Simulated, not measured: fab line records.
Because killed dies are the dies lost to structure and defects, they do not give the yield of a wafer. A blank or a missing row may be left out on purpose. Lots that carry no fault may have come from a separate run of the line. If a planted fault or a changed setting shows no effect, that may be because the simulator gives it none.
Matching of chambers || flow n5 finfet || rie diel-03 running N5_BEOL_M3_ETCH_69: 4 sister chambers
The step etches SiARC in CF4, target depth 15.6 nm, time 26 s. 14 wafers are shown with their chamber, then 7 later ones without.

## EACH WAFER AND ITS CHAMBER
{"wafer": "L082.1", "chamber": 2, "showerhead plenum p Torr (Torr)": 2.12, "throttle valve pct (%)": 16.09, "drypump motor current A (A)": 5.7}
{"wafer": "L082.3", "chamber": 0, "showerhead plenum p Torr (Torr)": 2.05, "throttle valve pct (%)": 15.93, "drypump motor current A (A)": 5.5}
{"wafer": "L082.5", "chamber": 0, "showerhead plenum p Torr (Torr)": 2.05, "throttle valve pct (%)": 15.93, "drypump motor current A (A)": 5.5}
{"wafer": "L085.1", "chamber": 1, "showerhead plenum p Torr (Torr)": 2.19, "throttle valve pct (%)": 15.59, "drypump motor current A (A)": 5.3}
{"wafer": "L085.3", "chamber": 3, "showerhead plenum p Torr (Torr)": 2.19, "throttle valve pct (%)": 15.45, "drypump motor current A (A)": 5.6}
{"wafer": "L085.6", "chamber": 1, "showerhead plenum p Torr (Torr)": 2.19, "throttle valve pct (%)": 15.57, "drypump motor current A (A)": 5.2}
{"wafer": "L087.1", "chamber": 1, "showerhead plenum p Torr (Torr)": 2.18, "throttle valve pct (%)": 15.62, "drypump motor current A (A)": 5.2}
{"wafer": "L087.2", "chamber": 0, "showerhead plenum p Torr (Torr)": 2.04, "throttle valve pct (%)": 15.98, "drypump motor current A (A)": 5.5}
{"wafer": "L087.5", "chamber": 0, "showerhead plenum p Torr (Torr)": 2.04, "throttle valve pct (%)": 15.99, "drypump motor current A (A)": 5.5}
{"wafer": "L086.1", "chamber": 3, "showerhead plenum p Torr (Torr)": 2.19, "throttle valve pct (%)": 15.49, "drypump motor current A (A)": 5.7}
{"wafer": "L086.5", "chamber": 3, "showerhead plenum p Torr (Torr)": 2.19, "throttle valve pct (%)": 15.48, "drypump motor current A (A)": 5.7}
{"wafer": "L086.6", "chamber": 0, "showerhead plenum p Torr (Torr)": 2.04, "throttle valve pct (%)": 15.97, "drypump motor current A (A)": 5.4}
{"wafer": "L096.1", "chamber": 1, "showerhead plenum p Torr (Torr)": 2.18, "throttle valve pct (%)": 15.65, "drypump motor current A (A)": 5.2}
{"wafer": "L096.5", "chamber": 1, "showerhead plenum p Torr (Torr)": 2.18, "throttle valve pct (%)": 15.62, "drypump motor current A (A)": 5.2}

SIGNATURES (averages over the wafers above)
{"reading": "showerhead plenum p Torr", "chamber 0": 2.0440, "chamber 1": 2.1840, "chamber 2": 2.1200, "chamber 3": 2.1900, "scatter within a chamber": 0.0049}
{"reading": "throttle valve pct", "chamber 0": 15.9600, "chamber 1": 15.6100, "chamber 2": 16.0900, "chamber 3": 15.4733, "scatter within a chamber": 0.028}
{"reading": "drypump motor current A", "chamber 0": 5.480, "chamber 1": 5.220, "chamber 2": 5.700, "chamber 3": 5.667, "scatter within a chamber": 0.0476}
Rule: for a wafer and a chamber, the distance is found by dividing, reading by reading, the gap between the wafer's reading and the chamber's mean by the reading's scatter, squaring, summing and taking the root. The wafer belongs to the nearest chamber; if the next one is less than 2 further off, it can't be placed. The scatter: the root of (the sum of the squares of (reading less its chamber's mean) over the shown wafers, divided by (wafers less chambers)).

## WAFERS WHOSE CHAMBER IS MISSING
{"wafer": "L096.6", "showerhead plenum p Torr (Torr)": 2.04, "throttle valve pct (%)": 15.97, "drypump motor current A (A)": 5.5}
{"wafer": "L093.3", "showerhead plenum p Torr (Torr)": 2.04, "throttle valve pct (%)": 15.98, "drypump motor current A (A)": 5.5}
{"wafer": "L093.4", "showerhead plenum p Torr (Torr)": 2.12, "throttle valve pct (%)": 15.59, "drypump motor current A (A)": 5.7}
{"wafer": "L093.6", "showerhead plenum p Torr (Torr)": 2.04, "throttle valve pct (%)": 15.99, "drypump motor current A (A)": 5.5}
{"wafer": "L092.1", "showerhead plenum p Torr (Torr)": 2.18, "throttle valve pct (%)": 15.65, "drypump motor current A (A)": 5.2}
{"wafer": "L092.3", "showerhead plenum p Torr (Torr)": 2.04, "throttle valve pct (%)": 15.97, "drypump motor current A (A)": 5.5}
{"wafer": "L092.5", "showerhead plenum p Torr (Torr)": 2.18, "throttle valve pct (%)": 15.47, "drypump motor current A (A)": 5.7}

## WHICH CHAMBER EACH ONE RAN IN
{"wafer": "L096.6", "from the rows above": 0, "in truth": 0}
{"wafer": "L093.3", "from the rows above": 0, "in truth": 0}
{"wafer": "L093.4", "from the rows above": "can't be placed: 3 or 1", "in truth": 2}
{"wafer": "L093.6", "from the rows above": 0, "in truth": 0}
{"wafer": "L092.1", "from the rows above": 1, "in truth": 1}
{"wafer": "L092.3", "from the rows above": 0, "in truth": 0}
{"wafer": "L092.5", "from the rows above": 3, "in truth": 3}
Correct placement for 6 of the 7. Not placeable from these rows: 1 (in 0, the candidates include the true chamber). Number placed wrongly: 0.
